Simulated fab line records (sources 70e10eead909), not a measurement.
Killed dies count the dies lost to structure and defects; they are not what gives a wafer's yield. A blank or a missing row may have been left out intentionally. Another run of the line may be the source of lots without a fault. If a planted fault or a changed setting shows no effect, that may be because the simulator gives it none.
What tool caused it? | flow nand-harc | 33 wafers from 11 lots sampled at 6 of the route's 1159 steps

WHAT THE GAUGES READ, wafer by wafer
NHARC_A_BLC_CD_MEAS_10: target cd 100 nm. Usual: cd-nm 100.2 nm, standard deviation 0.86.
lot  | measured     | on        | cd-nm (nm)        | flag
L365 | day 16 19:13 | cd-sem-02 | 100.1 102.2 100.6 |
L367 | day 17 16:44 | cd-sem-01 | 100.8 101.2 100.3 |
L366 | day 17 18:07 | cd-sem-02 | 99.1 98.8 99.5    |
L369 | day 18 01:12 | cd-sem-02 | 99.2 99.7 99.2    |
L373 | day 18 23:19 | cd-sem-01 | 99.3 101.1 100.1  |
L371 | day 19 19:47 | cd-sem-03 | 98.4 98.4 99.6    |
L380 | day 20 20:11 | cd-sem-03 | 115.5 114.0 115.8 | OFF
L376 | day 21 05:19 | cd-sem-03 | 114.8 115.2 113.7 | OFF
L384 | day 22 00:47 | cd-sem-02 | 100.0 100.1 98.7  |
L386 | day 22 11:51 | cd-sem-01 | 101.4 100.2 101.1 |
L387 | day 22 19:53 | cd-sem-02 | 99.7 98.6 99.7    |

NHARC_END_SORT_01. Usual: killed-at-array 28, standard deviation 10; killed-at-other 0.6, standard deviation 1.1; killed-at-periphery 3.6, standard deviation 2.6; killed-dies 32, standard deviation 10; killed-open 3.3, standard deviation 1.8; killed-short 1.9, standard deviation 1.4.
lot  | measured     | on        | killed-at-array | killed-at-other | killed-at-periphery | killed-dies | killed-open | killed-short | flag
L380 | day 22 19:11 | prober-01 | 106 116 123     | 1 2 1           | 6 6 10              | 113 124 134 | 1 4 5       | 3 1 1        | OFF
L376 | day 23 06:19 | prober-01 | 40 65 68        | 1 0 0           | 5 2 4               | 46 67 72    | 3 4 1       | 2 4 0        |

WHAT TOOL EACH LOT RAN ON (gives the tool, then ch and the chambers of the sampled wafers, and finally the start)
lot  | NHARC_A_CONTACT_STRIP_26                      | NHARC_A_BLC_PEB_08                | NHARC_A_BLC_ETCH_16                | NHARC_A_BLC_ETCH_17
L365 | rie-diel-04 ch 2,3, day 16 19:08 or earlier   | litho-track-04 ch 0, day 16 19:08 | rie-diel-01 ch 0,1,2, day 16 19:31 | rie-diel-01 ch 0,1,2, no start
L367 | rie-diel-04 ch 0,1, day 17 16:39 or earlier   | litho-track-04 ch 0, day 17 16:39 | rie-diel-11 ch 1,2,3, day 17 17:01 | rie-diel-11 ch 2,3, no start
L366 | rie-diel-05 ch 0,1,3, day 17 18:02 or earlier | litho-track-01 ch 0, day 17 18:02 | rie-diel-11 ch 1,2,3, day 17 18:24 | rie-diel-11 ch 0,2, no start
L369 | rie-diel-04 ch 0,1, day 18 01:07 or earlier   | litho-track-06 ch 0, day 18 01:07 | rie-diel-11 ch 1,2,3, day 18 01:31 | rie-diel-11 ch 0,3, no start
L373 | rie-diel-05 ch 0,2, day 18 23:14 or earlier   | litho-track-04 ch 0, day 18 23:14 | rie-diel-01 ch 0,2,3, day 18 23:36 | rie-diel-01 ch 1,2,3, no start
L371 | rie-diel-04 ch 1,2,3, day 19 19:42 or earlier | litho-track-01 ch 0, day 19 19:42 | rie-diel-01 ch 0,1,3, day 19 20:04 | rie-diel-01 ch 1,2,3, no start
L380 | rie-diel-07 ch 1,2,3, day 20 20:07 or earlier | litho-track-04 ch 0, day 20 20:07 | rie-diel-11 ch 1,2,3, day 20 20:28 | rie-diel-11 ch 1,3, day 22 19:11 or earlier
L376 | rie-diel-07 ch 0,1,3, day 21 05:14 or earlier | litho-track-04 ch 0, day 21 05:14 | rie-diel-01 ch 0,1,3, day 21 05:35 | rie-diel-01 ch 0,1,3, day 23 06:19 or earlier
L384 | rie-diel-04 ch 0,1,3, day 22 00:43 or earlier | litho-track-06 ch 0, day 22 00:43 | rie-diel-13 ch 0,1,2, day 22 01:06 | rie-diel-13 ch 0,2,3, no start
L386 | rie-diel-04 ch 0,2, day 22 11:46 or earlier   | litho-track-06 ch 0, day 22 11:46 | rie-diel-01 ch 1,2, day 22 12:08   | rie-diel-01 ch 0,3, no start
L387 | rie-diel-04 ch 0,1,3, day 22 19:48 or earlier | litho-track-01 ch 0, day 22 19:48 | rie-diel-11 ch 1,2,3, day 22 20:09 | rie-diel-11 ch 0,3, no start
- NHARC_A_CONTACT_STRIP_26: strips in O2.
- NHARC_A_BLC_PEB_08: peb time 65 s.
- NHARC_A_BLC_ETCH_16: etches the open film in CF4, target depth 39 nm, time 65 s.
- NHARC_A_BLC_ETCH_17: etches the open film in N2/H2, target depth 390 nm, time 609.38 s.

AS READ BY THE TOOLS THEMSELVES (means over the sampled wafers that have a number; for cases with no such wafer, the mark the record gives instead)
NHARC_A_CONTACT_STRIP_26. Usual: drypump-motor-current-A 5.6 A, standard deviation 0.56; oes-product-au 0.995 a.u., standard deviation 0.015; rf-vpp-V 57.8 V, standard deviation 0.81; showerhead-plenum-p-Torr 3.56 Torr, standard deviation 0.11; throttle-valve-pct 17.036 %, standard deviation 0.0097.
lot  | tool        | drypump-motor-current-A (A) | oes-product-au (a.u.) | rf-vpp-V (V) | showerhead-plenum-p-Torr (Torr) | throttle-valve-pct (%) | flag
L365 | rie-diel-04 | 5.6                         | 1.014                 | 57.7         | 3.67                            | 17.037                 |
L367 | rie-diel-04 | 5.4                         | 0.979                 | 57.9         | 3.49                            | 17.046                 |
L366 | rie-diel-05 | 6.0                         | 0.983                 | 57.1         | 3.55                            | 17.035                 |
L369 | rie-diel-04 | 5.7                         | 1.006                 | 57.4         | 3.49                            | 17.037                 |
L373 | rie-diel-05 | 6.3                         | 0.987                 | 57.9         | 3.49                            | 17.030                 |
L371 | rie-diel-04 | 5.4                         | 1.001                 | 56.8         | 3.60                            | 17.040                 |
L380 | rie-diel-07 | 5.5                         | 0.983                 | 57.4         | 3.51                            | 17.040                 |
L376 | rie-diel-07 | 5.0                         | 0.987                 | 58.2         | 3.61                            | 17.039                 |
L384 | rie-diel-04 | 5.5                         | 0.991                 | 58.3         | 3.55                            | 17.038                 |
L386 | rie-diel-04 | 5.9                         | 1.024                 | 57.7         | 3.56                            | 17.036                 |
L387 | rie-diel-04 | 5.5                         | 1.006                 | 57.3         | 3.55                            | 17.035                 |

NHARC_A_BLC_ETCH_16. Usual: drypump-motor-current-A 5.6 A, standard deviation 0.58; oes-product-au 0.995 a.u., standard deviation 0.012; rf-fwd-power-W 297.9 W, standard deviation 0.96; rf-vpp-V 151.2 V, standard deviation 1.4; showerhead-plenum-p-Torr 1.77 Torr, standard deviation 0.072; throttle-valve-pct 13.285 %, standard deviation 0.0087.
lot  | tool        | drypump-motor-current-A (A) | oes-product-au (a.u.) | rf-fwd-power-W (W) | rf-vpp-V (V) | showerhead-plenum-p-Torr (Torr) | throttle-valve-pct (%) | flag
L365 | rie-diel-01 | 5.2                         | 0.999                 | 298.0              | 151.1        | 1.74                            | 13.281                 |
L367 | rie-diel-11 | 5.3                         | 0.990                 | 297.8              | 150.7        | 1.79                            | 13.280                 |
L366 | rie-diel-11 | 5.3                         | 0.994                 | 298.8              | 151.2        | 1.79                            | 13.280                 |
L369 | rie-diel-11 | 5.3                         | 0.995                 | 298.4              | 151.7        | 1.79                            | 13.278                 |
L373 | rie-diel-01 | 5.6                         | 0.994                 | 297.1              | 150.6        | 1.73                            | 13.287                 |
L371 | rie-diel-01 | 5.8                         | 0.980                 | 297.3              | 149.9        | 1.69                            | 13.285                 |
L380 | rie-diel-11 | 5.3                         | 1.005                 | 297.9              | 152.5        | 1.79                            | 13.288                 |
L376 | rie-diel-01 | 5.8                         | 0.990                 | 298.5              | 150.3        | 1.69                            | 13.285                 |
L384 | rie-diel-13 | 6.0                         | 0.991                 | 297.5              | 152.3        | 1.80                            | 13.285                 |
L386 | rie-diel-01 | 5.1                         | 1.001                 | 297.2              | 151.2        | 1.79                            | 13.284                 |
L387 | rie-diel-11 | 5.3                         | 0.997                 | 297.9              | 152.1        | 1.79                            | 13.290                 |

NHARC_A_BLC_ETCH_17. Usual: drypump-motor-current-A 5.6 A, standard deviation 0.6; oes-product-au 0.998 a.u., standard deviation 0.012; rf-fwd-power-W 399.7 W, standard deviation 1.3; rf-vpp-V 430.5 V, standard deviation 2.5; showerhead-plenum-p-Torr 2.04 Torr, standard deviation 0.091; throttle-valve-pct 14.172 %, standard deviation 0.0084.
lot  | tool        | drypump-motor-current-A (A) | oes-product-au (a.u.) | rf-fwd-power-W (W) | rf-vpp-V (V) | showerhead-plenum-p-Torr (Torr) | throttle-valve-pct (%) | flag
L365 | rie-diel-01 | 5.2                         | 0.995                 | 400.0              | 429.2        | 2.00                            | 14.172                 |
L367 | rie-diel-11 | 5.2                         | 0.993                 | 400.4              | 432.3        | 2.11                            | 14.174                 |
L366 | rie-diel-11 | 5.4                         | 0.983                 | 401.2              | 432.4        | 2.10                            | 14.170                 |
L369 | rie-diel-11 | 6.0                         | 1.009                 | 399.7              | 432.8        | 2.12                            | 14.176                 |
L373 | rie-diel-01 | 5.8                         | 0.995                 | 399.7              | 431.3        | 2.01                            | 14.167                 |
L371 | rie-diel-01 | 5.7                         | 0.990                 | 398.8              | 429.9        | 2.01                            | 14.172                 |
L380 | rie-diel-11 | 5.6                         | 1.003                 | 399.5              | 431.0        | 2.08                            | 14.176                 |
L376 | rie-diel-01 | 5.8                         | 0.997                 | 400.4              | 427.7        | 1.94                            | 14.177                 |
L384 | rie-diel-13 | 5.8                         | 0.993                 | 401.1              | 432.4        | 2.11                            | 14.172                 |
L386 | rie-diel-01 | 5.7                         | 1.005                 | 400.7              | 427.1        | 1.91                            | 14.174                 |
L387 | rie-diel-11 | 6.1                         | 0.999                 | 400.8              | 432.3        | 2.11                            | 14.171                 |

THE ANSWER, worked out from the rows above alone
Rule: a lot counts as off when the mean over its wafers that have a number is more than 3 standard deviations away from the usual mean. Also off: a lot with no number at a reading for which 4 or more lots have one. All remaining lots with rows at the step are treated as sound. First the gauges in route order, then the tools' own readings, where a lot's mean is used as printed above. At the first step where some lot is off, the reading lying furthest off is the one used; lots without a number count as furthest.
Off at NHARC_A_BLC_CD_MEAS_10 (cd-nm): L380, L376.
A tool fits if, at a process step before that reading, it ran every lot that is off, and no sound lot after the first of them. The gauges at NHARC_A_BLC_CD_MEAS_10 are tried like those tools. With no start given for some of its lots, NHARC_A_CONTACT_STRIP_26 uses the hours and lot order of NHARC_A_BLC_PEB_08. Can't be told from this: 3 tools fit, rie-diel-07 at NHARC_A_CONTACT_STRIP_26, litho-track-04 at NHARC_A_BLC_PEB_08, cd-sem-03 at NHARC_A_BLC_CD_MEAS_10.

WHAT THE SIMULATOR HAD PUT IN
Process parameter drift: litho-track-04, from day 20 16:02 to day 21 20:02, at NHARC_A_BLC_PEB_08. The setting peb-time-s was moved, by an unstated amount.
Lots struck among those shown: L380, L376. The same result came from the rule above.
